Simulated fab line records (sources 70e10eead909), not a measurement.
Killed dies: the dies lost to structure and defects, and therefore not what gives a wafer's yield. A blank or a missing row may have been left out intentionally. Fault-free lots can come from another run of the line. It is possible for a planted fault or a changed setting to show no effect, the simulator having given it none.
Matching of chambers    flow nandHarc    NHARC_P_CONTACT_DEP_30 on pecvd-02: 3 sister chambers
The step deposits SiNx, target thk 30 nm. 6 wafers are shown with their chamber, then 8 later ones without.

WAFERS WITH THEIR CHAMBER
wafer   chamber  heaterPowerW (W)
L089.2  1        794
L089.5  1        778
L093.1  2        522
L093.3  0        796
L093.4  0        771
L095.2  2        562

WAFERS WHOSE CHAMBER IS MISSING
wafer   heaterPowerW (W)
L095.4  568
L095.6  839
L096.1  521
L096.2  770
L096.3  764
L097.2  657
L097.4  666
L097.6  866

CHAMBER TAKEN BY EACH
wafer   from the rows above           in truth
L095.4  2                             2
L095.6  can't be placed: 1 or 0       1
L096.1  2                             2
L096.2  can't be placed: 0 or 1       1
L096.3  can't be placed: 0 or 1       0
L097.2  can't be placed: 2 or 0 or 1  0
L097.4  can't be placed: 0 or 1 or 2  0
L097.6  can't be placed: 1 or 0       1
2 of 8 placed correctly. Cannot be placed on the basis of these rows: 6; the candidates contain the true chamber in 6. Number placed wrongly: 0.
How it was worked out, from the rows above alone: a wafer's distance from a chamber is the root of the sum, over the readings, of the square of ((its reading less the chamber's mean) divided by the reading's scatter). If the next closest chamber is less than 2 further off than the closest, the wafer can't be placed; otherwise it belongs to the closest. A chamber's mean is the mean of its shown wafers. The scatter is the square root of a quotient: the sum, over the shown wafers, of each reading's squared deviation from its chamber's mean, divided by wafers minus chambers.
